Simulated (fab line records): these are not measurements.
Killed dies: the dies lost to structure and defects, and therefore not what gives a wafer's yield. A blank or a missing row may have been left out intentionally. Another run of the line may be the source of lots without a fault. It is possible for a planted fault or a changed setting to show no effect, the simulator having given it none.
fab line records	flow n5Finfet
[record] lots = 5	wafers = 12	lastDay = 20
route steps=1938 shown HKMG_FIN@433 GATE_CUT@465 BEOL_M4@1111 PASSIVATION@1936
lots with no fault: from the same line, run without faults
startH: the number of hours between the record's first day and the start of the first shown wafer of the lot	waitH: hours since the lot's step before	" identical to the entry in the row above	L1.1+2: a single row standing in for several wafers	- no value, or no start given	* or withheld: withheld	< > ~ a bound
route shown NAME@n: names a module that has steps shown in the file, with the first one's number in the route	usual: mean/standard deviation taken from wafers without a fault	same: alike in all rows	chamber/n: place in a boat	sites: readings site by site	_std_site: standard deviation across them	_edge_site: outer sites' mean less inner sites'	radiusMm: for every site, how far away it sits from the centre of the wafer	mask NAME#n: copy n	behind: the most recent tool/chamber to have shaped the wafer	hold: what put the lot on hold/how long, in hours/how the hold closed	device: whichever transistor did not switch (one of n, p or np)	end of line: at the end of the route, the tests of the same wafers	a step without rows: its recipe alone	killed: at the first sort, the dies lost to defects and structure; wafer yield is something else	map: a wafer's dies, marking killed ones x, the rest . and places with no die _
set.NAME: the setting that was run; set.NAME@STEP: the one run at that earlier step	model.NAME: the simulator's own value behind a step, which no gauge read
lots at selected steps of the route; one table per step, one row per wafer
services: a tool's chamber out of use, with start hour (startH, from the record's first day; less than 0 if before it), hours out, and reason
[[steps]]
[step N5_HKMG_FIN_DESCUM_17]
[recipe] chemistry = O2	timeS = 7.9	sourcePowerW = 50	biasPowerW = 20	pressureMtorr = 20	rfFrequencyHz = 2.712e+07	tempC = 40	resist = CAR-ArF	o2FlowSccm = 225
[step N5_HKMG_FIN_ETCH_31]
[recipe] chemistry = CF4	target = SiARC	targetDepthA = 455	maskMaterial = CAR-ArF	timeS = 75.8	ionEnergyEv = 80	pressureMtorr = 40	sourceW = 545	biasW = 36	Ar_flow_sccm = 100	cf4FlowSccm = 100	ends = cleared
[step N5_HKMG_FIN_ETCH_32]
[recipe] chemistry = N2/H2	target = SOC	targetDepthA = 2400	tempC = 40	timeS = 300	ionEnergyEv = 200	maskMaterial = SiARC	pressureMtorr = 30	sourceW = 840	biasW = 150	n2FlowSccm = 200	h2FlowSccm = 200
[step N5_HKMG_FIN_STRIP_33]
[recipe] chemistry = N2/H2	tempC = 40	n2FlowSccm = 200	h2FlowSccm = 200	rfFrequencyHz = 6e+07
[step N5_HKMG_FIN_STRIP_34]
[recipe] chemistry = CF4	resist = SiARC	powerW = 300	biasPowerW = 75	pressureMtorr = 50	cf4FlowSccm = 150	rfFrequencyHz = 6e+07
[step N5_HKMG_FIN_ETCH_35]
[recipe] chemistry = N2/H2	target = SOC	targetDepthA = 2158	ionEnergyEv = 65	biasW = 5	sourceW = 3000	timeS = 243.4	pressureMtorr = 30	n2FlowSccm = 200	h2FlowSccm = 200
[step N5_HKMG_FIN_STRIP_92]
[recipe] chemistry = N2/H2	material = SOC	timeS = 20	powerW = 500	tempC = 40	pressureMtorr = 50	rfFrequencyHz = 6e+07	biasPowerW = 8	h2Frac = 0.5	n2FlowSccm = 300	h2FlowSccm = 300
[step N5_HKMG_FIN_WET_ETCH_18]
[recipe] chemistry = SC1	target = TiN	mix = 1:1:5	tempC = *	timeS = 55	targetDepthNm = 5.2	dry = ipaMarangoni	rinseTimeS = 30	rinseTempC = 23
[step N5_HKMG_FIN_STRIP_19]
[recipe] chemistry = N2/H2	powerW = 2500	tempC = 300	h2Frac = 0.65	timeS = 360	pressureMtorr = withheld	n2FlowSccm = 1750	h2FlowSccm = 3250
[step N5_HKMG_FIN_ALD_91]
[recipe] material = TiN	targetThkA = 10	tempC = 400	aldPrecursorFamily = TiCl4	aldCoReactant = NH3	pulseTimeS = 1	purgeTimeS = 3	coReactantPurgeTimeS = 2	coReactantPulseTimeS = 2	aldCycles = 47	pressureTorr = 3
[usual] aldCycles = 47/0	heaterPowerW = 871/110	precursorPulseHeightRel = 0.998/0.018
lot.wafer	tool	chamber	startH	waitH	aldCycles	heaterPowerW	precursorPulseHeightRel	sinceWetCleanH
L756.2	aldMetal-02	1	74.25	0.3	47	1120	0.990	4353
L756.3	"	0	"	"	47	1007	0.998	4353
L756.5	"	1	"	"	47	1076	0.997	-
L765.1	aldMetal-02	3	127.35	0.3	36	830	1.027	4406
L765.3	"	2	"	"	47	749	0.994	4406
L766.2	aldMetal-04	2	137.61	0.3	47	884	0.992	2877
L766.3	"	1	"	"	47	771	1.007	2877
L766.6	"	2	"	"	47	876	1.025	-
L768.1	aldMetal-02	3	148.35	0.3	36	836	0.985	4427
L768.6	"	0	"	"	47	1023	0.996	-
L770.1	aldMetal-02	3	158.09	0.3	36	834	1.031	4436
L770.3	"	0	"	"	47	1019	1.006	4436
[step N5_HKMG_FIN_COAT_85]
[recipe] resist = SOC	tempC = 250	timeS = 60	spinRpm = 1500	resistThkNm = 300
[step N5_HKMG_FIN_ETCH_86]
[recipe] chemistry = N2/H2	target = SOC	targetDepthA = 3932	stopOn = TiN	ionEnergyEv = 100	biasW = 61	pressureMtorr = 30	sourceW = 850	n2FlowSccm = 200	h2FlowSccm = 200
[step N5_HKMG_FIN_STRIP_89]
[recipe] chemistry = N2/H2	material = SOC	timeS = 20	powerW = 500	tempC = 40	pressureMtorr = 50	rfFrequencyHz = 6e+07	biasPowerW = 8	h2Frac = 0.5	n2FlowSccm = 300	h2FlowSccm = 300
[step N5_HKMG_FIN_WET_ETCH_87]
[recipe] chemistry = SC1	target = TiN	mix = 1:2:40	tempC = 50	timeS = 154.2	targetDepthNm = 4.7	dry = ipaMarangoni	rinseTimeS = 30	rinseTempC = 23
[step N5_HKMG_FIN_STRIP_88]
[recipe] chemistry = N2/H2	powerW = 2500	tempC = 300	h2Frac = 0.65	timeS = 360	pressureMtorr = withheld	n2FlowSccm = 1750	h2FlowSccm = 3250
[step N5_HKMG_FIN_NWFM_ALD_20]
[recipe] material = TiAlC	targetThkA = 20	tempC = 300	aldPrecursorFamily = TiCl4	aldCoReactant = TEA	pulseTimeS = 3	purgeTimeS = 2	coReactantPurgeTimeS = 2	coReactantPulseTimeS = 10	aldCycles = 7	pressureTorr = 3
[step N5_HKMG_FIN_ALD_71]
[recipe] material = TiN	targetThkA = 10	tempC = 400	aldPrecursorFamily = TiCl4	aldCoReactant = NH3	pulseTimeS = 1	purgeTimeS = 3	coReactantPurgeTimeS = 2	coReactantPulseTimeS = 2	aldCycles = 47	pressureTorr = 3
[step N5_HKMG_FIN_COAT_66]
[recipe] resist = SOC	tempC = 250	timeS = 60	spinRpm = 1500	resistThkNm = 300
[step N5_HKMG_FIN_ETCH_67]
[recipe] chemistry = N2/H2	target = SOC	targetDepthA = 3889	stopOn = TiN	ionEnergyEv = 100	biasW = 61	pressureMtorr = 30	sourceW = 850	n2FlowSccm = 200	h2FlowSccm = 200
[step N5_HKMG_FIN_STRIP_90]
[recipe] chemistry = N2/H2	material = SOC	timeS = 20	powerW = 500	tempC = 40	pressureMtorr = 50	rfFrequencyHz = 6e+07	biasPowerW = 8	h2Frac = 0.5	n2FlowSccm = 300	h2FlowSccm = 300
[step N5_HKMG_FIN_WET_ETCH_73]
[recipe] chemistry = SC1	mix = 1:2:40	tempC = 50	timeS = 42.3	targetDepthNm = 1.3	dry = ipaMarangoni	rinseTimeS = 30	rinseTempC = 23
[step N5_HKMG_FIN_ETCHBACK_68]
[recipe] chemistry = Cl2/Ar	stopOn = HfO2	targetDepthA = 5	pressureMtorr = 10	icpW = 600	biasW = 60	Cl2_flow_sccm = 40	Ar_flow_sccm = 60
[step N5_HKMG_FIN_STRIP_69]
[recipe] chemistry = N2/H2	powerW = 2500	tempC = 300	h2Frac = 0.65	timeS = 360	pressureMtorr = withheld	n2FlowSccm = 1750	h2FlowSccm = 3250
[step N5_HKMG_FIN_ALD_21]
[recipe] material = TiN	targetThkA = 15	tempC = 400	aldPrecursorFamily = TiCl4	aldCoReactant = NH3	pulseTimeS = 1	purgeTimeS = 3	coReactantPurgeTimeS = 2	coReactantPulseTimeS = 2	aldCycles = 68	pressureTorr = 3
[step N5_HKMG_FIN_ALD_72]
[recipe] material = W	targetThkA = 20	tempC = 300	pressureTorr = 7.5	aldPrecursorFamily = WF6	aldCoReactant = B2H6	pulseTimeS = 1	purgeTimeS = 2	coReactantPurgeTimeS = 2	coReactantPulseTimeS = 3	aldCycles = 7
[step N5_HKMG_FIN_W_FILL_22]
[recipe] material = W	targetThkA = 600	tempC = 400	pressureTorr = 39.4	timeS = 18.2
[step N5_HKMG_FIN_PRECLEAN_83]
[recipe] chemistry = DIW	timeS = 57.5	tempC = 23
[step N5_HKMG_FIN_SRD_84]
[recipe] dryTimeS = 32	dry = n2Spin	spinRpm = 1500
[step N5_HKMG_FIN_CMP_23]
[recipe] stopOn = SiNx	tOverpolishS = 10	postCmpClean = rinseOnly	downForcePsi = 4	platenRpm = 50.289	padVelocityMS = 1.0006	targetThkNm = 46.326
[step N5_HKMG_FIN_CMP_94]
[recipe] stopOn = SiNx	postCmpClean = wDiluteNh4oh	tOverpolishS = 4.7	downForcePsi = 4	platenRpm = 50.289	padVelocityMS = 1.0006	targetThkNm = 43.299
[step N5_GATE_CUT_ETCHBACK_00]
[recipe] chemistry = SF6/Cl2	target = W	pressureMtorr = 8	icpW = 900	biasW = 80	SF6_flow_sccm = 40	Cl2_flow_sccm = 60
[step N5_GATE_CUT_ETCH_56]
[recipe] chemistry = Cl2/Ar	target = TiN	targetDepthA = 216	pressureMtorr = 10	icpW = 600	biasW = 60	Cl2_flow_sccm = 40	Ar_flow_sccm = 60
[step N5_GATE_CUT_ETCHBACK_30]
[recipe] chemistry = Cl2/Ar	target = TiN	targetDepthA = 30	mode = isotropic	pressureMtorr = 10	icpW = 600	biasW = 60	Cl2_flow_sccm = 40	Ar_flow_sccm = 60
[step N5_GATE_CUT_VAPOR_ETCH_60]
[recipe] chemistry = BCl3/Cl2	target = HfO2	mode = isotropic
[step N5_GATE_CUT_ETCH_58]
[recipe] chemistry = CH3F/O2	target = SiNx	targetDepthA = 170	timeS = 128.6	ionEnergyEv = 50	pressureMtorr = 30	sourceW = 415	biasW = 21	Ar_flow_sccm = 150	CH3F_flow_sccm = 30	O2_flow_sccm = 20
[step N5_GATE_CUT_STRIP_59]
[recipe] chemistry = N2/H2	timeS = 20	powerW = 100	tempC = 40	pressureMtorr = 100	rfFrequencyHz = 6e+07	biasPowerW = 3	n2FlowSccm = 300	h2FlowSccm = 300
[step N5_GATE_CUT_PRECLEAN_31]
[recipe] tempC = 23	chemistry = DIW	timeS = 300
[step N5_BEOL_M4_RC_MEAS_101]
[usual] DIBL_N = 36.1/2.3	DIBL_P = 36/3.2	IOFF_N = 0.16/0.045	IOFF_N_85C = 3.2/0.72	IOFF_N_LIN = 0.076/0.016	IOFF_N_LONG = 5.56e-05/2.4e-06	IOFF_P = 0.21/0.049	ION_N = 674/14	ION_P = 462/8.4	SS_N = 71.6/0.83	SS_P = 73.2/0.87	VT_N = 249/3.8	VT_N_LONG = 274.7/2	VT_N_LVT = 98/3.8	VT_P = -250/3.4	VT_P_LONG = -275/3	VT_P_LVT = -99/3
lot.wafer	tool	chamber	startH	waitH	DIBL_N[mV/V]	DIBL_P[mV/V]	IOFF_N[nA/um]	IOFF_N_85C[nA/um]	IOFF_N_LIN[nA/um]	IOFF_N_LONG[nA/um]	IOFF_P[nA/um]	ION_N[uA/um]	ION_P[uA/um]	SS_N[mV/dec]	SS_P[mV/dec]	VT_N[mV]	VT_N_LONG[mV]	VT_N_LVT[mV]	VT_P[mV]	VT_P_LONG[mV]	VT_P_LVT[mV]
L756.2	prober-02	0	237.13	0.4	37.0	35	0.16	3.2	0.079	5.7e-05	0.23	697	478	71.0	72.9	247	272.5	98	-247	-273	-97
L756.3	"	0	"	"	35.8	35	0.14	2.8	0.070	5.64e-05	0.20	690	472	71.1	73.0	251	273.2	102	-249	-271	-100
L756.5	"	0	"	"	36.4	35	0.14	2.8	0.070	5.63e-05	0.21	682	472	71.4	72.4	250	275.2	102	-250	-273	-99
L768.1	prober-02	0	297.13	0.0	32.9	32	0.28	5.1	0.142	0.0001169	0.11	708	440	70.0	72.0	225	249.6	73	-265	-288	-110
L768.6	"	0	"	"	38.4	37	0.19	3.6	0.084	5.36e-05	0.23	682	469	71.9	73.2	249	277.3	94	-250	-280	-97
L766.2	prober-01	0	304.00	0.2	33.9	34	0.14	2.8	0.072	6.34e-05	0.21	671	462	71.7	73.2	249	270.2	98	-247	-273	-97
L766.3	"	0	"	"	34.1	35	0.17	3.3	0.086	6.29e-05	0.24	689	477	71.3	72.8	244	271.1	94	-246	-268	-94
L766.6	"	0	"	"	34.3	34	0.15	3.0	0.074	6.27e-05	0.22	670	463	71.4	72.3	250	270.8	97	-248	-270	-95
L765.1	prober-01	0	313.45	0.0	33.5	33	0.32	5.6	0.149	0.0001227	0.13	709	436	71.8	73.2	226	247.2	76	-260	-285	-110
L765.3	"	0	"	"	30.9	30	0.09	2.0	0.048	5.51e-05	0.14	657	456	69.4	71.8	254	275.9	106	-252	-273	-104
L770.1	prober-02	0	347.66	0.0	37.6	39	0.46	7.8	0.214	0.00013	0.21	722	451	71.7	74.3	221	245.3	69	-255	-285	-103
L770.3	"	0	"	"	35.5	33	0.13	2.7	0.066	5.8e-05	0.18	664	458	71.2	72.5	253	271.1	98	-253	-274	-99
[step N5_PASSIVATION_PROBE_49]
[usual] defectLimitedYield = 90.9/1.6	killed_at_M0_to_M3 = 37/11	killed_at_M4_up = 15/5.6	killedAtContacts = 13/6.4	killedAtFrontEnd = 39/11	killedAtOther = 4/3.1	killedDies = 107/19	killedOpen = 71/14	killedShort = 34/7.8	sort_bin_4_leakage = 0.01/0.053	sort_bin_5_function = 5.3/1	sort_bin_6_memory = 3.4/0.72	sort_bin_8_speed = 0.0/0.42	sortNPass = 1072/20	sortYieldPct = 90.9/1.7
[same] grossDies = 1180	killedAtBackSide = 0
lot.wafer	tool	chamber	startH	waitH	defectLimitedYield[%]	killed_at_M0_to_M3	killed_at_M4_up	killedAtContacts	killedAtFrontEnd	killedAtOther	killedDies	killedOpen	killedShort	sort_bin_4_leakage[%]	sort_bin_5_function[%]	sort_bin_6_memory[%]	sort_bin_8_speed[%]	sortNPass	sortYieldPct[%]
L768.1	prober-02	-	429.14	0.0	85.9	40	10	9	105	2	166	76	23	0.34	4.9	3.8	4.4	958	81.2
L768.6	prober-02	-	429.39	0.3	92.9	32	6	18	24	4	84	52	29	0	3.7	3.3	0	1096	92.9
L765.1	prober-02	-	434.91	0.0	89.9	38	15	15	49	2	119	79	40	0.68	6.3	3.6	1.9	1031	87.4
L766.2	prober-01	-	435.58	0.1	87.7	45	15	16	61	8	145	91	54	0	6.0	5.8	0	1035	87.7
L766.3	prober-01	-	435.63	0.1	90.1	50	12	11	35	9	117	74	38	0	5.8	3.6	0	1063	90.1
L766.6	prober-01	-	435.78	0.3	89.4	58	13	4	48	2	125	89	33	0	6.1	3.8	0	1055	89.4
L770.1	prober-02	-	469.02	0.0	91.7	27	13	8	50	0	98	70	26	28.64	4.9	3.4	0	744	63.1
// killed by level:class
L768.1 HKMG_FIN:areaAld=62 FIN_SAQP:geometricParticle:open=18 STI_FIN_REVEAL:geometricParticle:open=8 MOL_CONTACT_COAG:geometricParticle:open=8 BEOL_M3:geometricParticle:open=8 BEOL_M4:geometricParticle:open=6 BEOL_M0_SAQP:geometricParticle:short=6 BEOL_M2:geometricParticle:open=5
L768.6 MOL_CONTACT_COAG:geometricParticle:open=14 FIN_SAQP:geometricParticle:short=9 BEOL_M1:geometricParticle:open=9 FIN_SAQP:geometricParticle:open=7 BEOL_M3:geometricParticle:open=5 BEOL_M1:geometricParticle:short=4 MOL_CONTACT_COAG:geometricParticle:short=3 BEOL_M0_SAQP:geometricParticle:short=3
L765.1 BEOL_M2:geometricParticle:open=14 STI_FIN_REVEAL:geometricParticle:open=13 MOL_CONTACT_COAG:geometricParticle:open=11 FIN_SAQP:geometricParticle:short=9 FIN_SAQP:geometricParticle:open=8 BEOL_M3:geometricParticle:open=7 MOL_CONTACT_COAG:geometricParticle:short=4 BEOL_M0_SAQP:geometricParticle:short=4
L766.2 STI_FIN_REVEAL:geometricParticle:open=20 FIN_SAQP:geometricParticle:short=17 MOL_CONTACT_COAG:geometricParticle:open=13 FIN_SAQP:geometricParticle:open=8 BEOL_M3:geometricParticle:open=8 BEOL_M0_SAQP:geometricParticle:short=7 BEOL_M0_SAQP:geometricParticle:open=6 BEOL_M2:geometricParticle:open=6
L766.3 BEOL_M2:geometricParticle:open=15 FIN_SAQP:geometricParticle:short=10 MOL_CONTACT_COAG:geometricParticle:open=9 BEOL_M0_SAQP:geometricParticle:open=9 BEOL_M3:geometricParticle:open=7 FIN_SAQP:geometricParticle:open=6 BEOL_M0_SAQP:geometricParticle:short=6 STI_FIN_REVEAL:geometricParticle:open=5
L766.6 STI_FIN_REVEAL:geometricParticle:open=16 BEOL_M3:geometricParticle:open=14 BEOL_M1:geometricParticle:open=13 BEOL_M2:geometricParticle:open=12 BEOL_M0_SAQP:geometricParticle:short=10 FIN_SAQP:geometricParticle:short=8 DUMMY_GATE:geometricParticle:open=6 BEOL_M4:geometricParticle:open=5
L770.1 STI_FIN_REVEAL:geometricParticle:open=13 FIN_SAQP:geometricParticle:short=9 BEOL_M3:geometricParticle:open=9 BEOL_M4:geometricParticle:open=8 DUMMY_GATE:geometricParticle:open=7 MOL_CONTACT_COAG:geometricParticle:open=7 FIN_SAQP:geometricParticle:open=6 BEOL_M1:geometricParticle:open=6
// map L765.1 (x killed, . not)
_________________x..x........________________
______________.................._____________
___________..x.......xx...x....x...__________
__________.............x............_________
________x..............x..x..........._______
_______..x..x...x.................x..x.______
______..........x............x.xx.....x._____
_____.......x.............x..............____
____........x.......x....x..............x.___
___.x............x................x........__
___x........x.x..x....x........x..x.......x__
__.....x...x....x....x..................x..._
__.............x..x...............x...x....._
_......x.............x......xx...............
_..........xx.....xx......x..............x...
_..................x.............x..........x
_..x.......x.x.....x.....................x...
_..x....x..x........x........................
_..x.......x..............x...x.x......x..x..
_.........x....x.x....x............x....x....
_...x........x.......................x....x..
__.x..........x......x.x...x.............x.._
__....x......x.......x...........x.........._
___..........x................x............__
___....xx..................................__
____...x...........x......................___
_____...........x.........x.......x....x.____
______.....x............x........x..x..._____
_______................................______
________x..........................x.._______
__________.............x....x......._________
___________......xx...............x__________
______________.................._____________
_________________........x..x________________
// map L768.1 (x killed, . not)
_________________....x.......________________
______________x...x.x.......x..._____________
___________xx...................x..__________
__________........x................._________
________x.x.......x...x..............._______
_______................................______
______xxx..........x............x.....x._____
_____.x...x..x.......x...x...............____
____x.............x.......x..x..x.........___
___xx.............x...x....................__
___.x...x......................xx..........__
__.x....x.x..............x..x.............x._
__....x.x........xx....x....xx.............._
_xxxx..........x.................x.x.........
_xx.x..x............x.......................x
_x..xx.........x........x.....x..xx....x.....
_.xxx......x....x..................x.....x...
_x.x.x.......................................
_x..............................x........x...
_x...x...x..x.x..........x.............x.....
_x..xx....x..................................
__xx.x......x.....x.............x........x.x_
__.......x................................xx_
___x..x......xx.................x.x...x.xx.__
___x...x...........x....x..............x...__
____x..xx.x....x...............x...x......___
_____xxx..x..........x.....xx............____
______....x.........x..................._____
_______xxx...x...x.....................______
________.x.........xx...x............._______
__________x.x.x.....x....x.......xx._________
___________xxx.........x...x......x__________
______________.xx.........x...x._____________
_________________..x....x..x.________________
[[services]]
tool	chamber	startH	hours	kind
aldMetal-02	3	96.11	1.5	repair
aldMetal-02	0	111.21	23.8	repair
aldMetal-02	2	130.18	8.3	repair
[[key]]
[firstSign] step = N5_HKMG_FIN_ALD_91	reading = aldCycles	direction = down	sigmas = 99+	usual = *	struck = *
[effect] step = N5_BEOL_M4_RC_MEAS_101	reading = IOFF_N_LONG	direction = up	sigmas = 28	usual = 5.56e-05	struck = 0.0001232
[effect] step = N5_BEOL_M4_RC_MEAS_101	reading = VT_N_LONG	direction = down	sigmas = 14	usual = 274.7	struck = 247.4
[effect] step = N5_BEOL_M4_RC_MEAS_101	reading = VT_N_LVT	direction = down	sigmas = 6.7	usual = 98	struck = 73
[effect] step = N5_BEOL_M4_RC_MEAS_101	reading = VT_N	direction = down	sigmas = 6.5	usual = 249	struck = 224
[effect] step = N5_BEOL_M4_RC_MEAS_101	reading = IOFF_N_LIN	direction = up	sigmas = 5.8	usual = 0.076	struck = 0.168
[effect] step = N5_BEOL_M4_RC_MEAS_101	reading = IOFF_N	direction = up	sigmas = 4.2	usual = 0.16	struck = 0.35
[effect] step = N5_BEOL_M4_RC_MEAS_101	reading = IOFF_N_85C	direction = up	sigmas = 4.2	usual = 3.2	struck = 6.2
[effect] step = N5_BEOL_M4_RC_MEAS_101	reading = VT_P_LONG	direction = down	sigmas = 3.5	usual = -275	struck = -286
[effect] step = N5_BEOL_M4_RC_MEAS_101	reading = ION_N	direction = up	sigmas = 2.9	usual = 674	struck = 713
[effect] step = N5_BEOL_M4_RC_MEAS_101	reading = VT_P	direction = down	sigmas = 2.9	usual = -250	struck = -260
[effect] step = N5_BEOL_M4_RC_MEAS_101	reading = VT_P_LVT	direction = down	sigmas = 2.8	usual = -99	struck = -108
[effect] step = N5_BEOL_M4_RC_MEAS_101	reading = ION_P	direction = down	sigmas = 2.3	usual = 462	struck = 442
[effect] step = N5_PASSIVATION_PROBE_49	reading = sort_bin_4_leakage	direction = up	sigmas = 99+	usual = 0.01	struck = 9.89
metAt N5_HKMG_FIN_ALD_91
struckWafers L765.1,L768.1,L770.1
onsetBetween 74.25 127.35
[fault] kind = processParameterDrift	tool = aldMetal-02	chamber = -	onsetH = 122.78	steps = N5_HKMG_FIN_ALD_91	channel = aldCycles	offset = *	shape = step	endH = 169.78	scope = struckWafersOnly	actsIn = *	stated = *
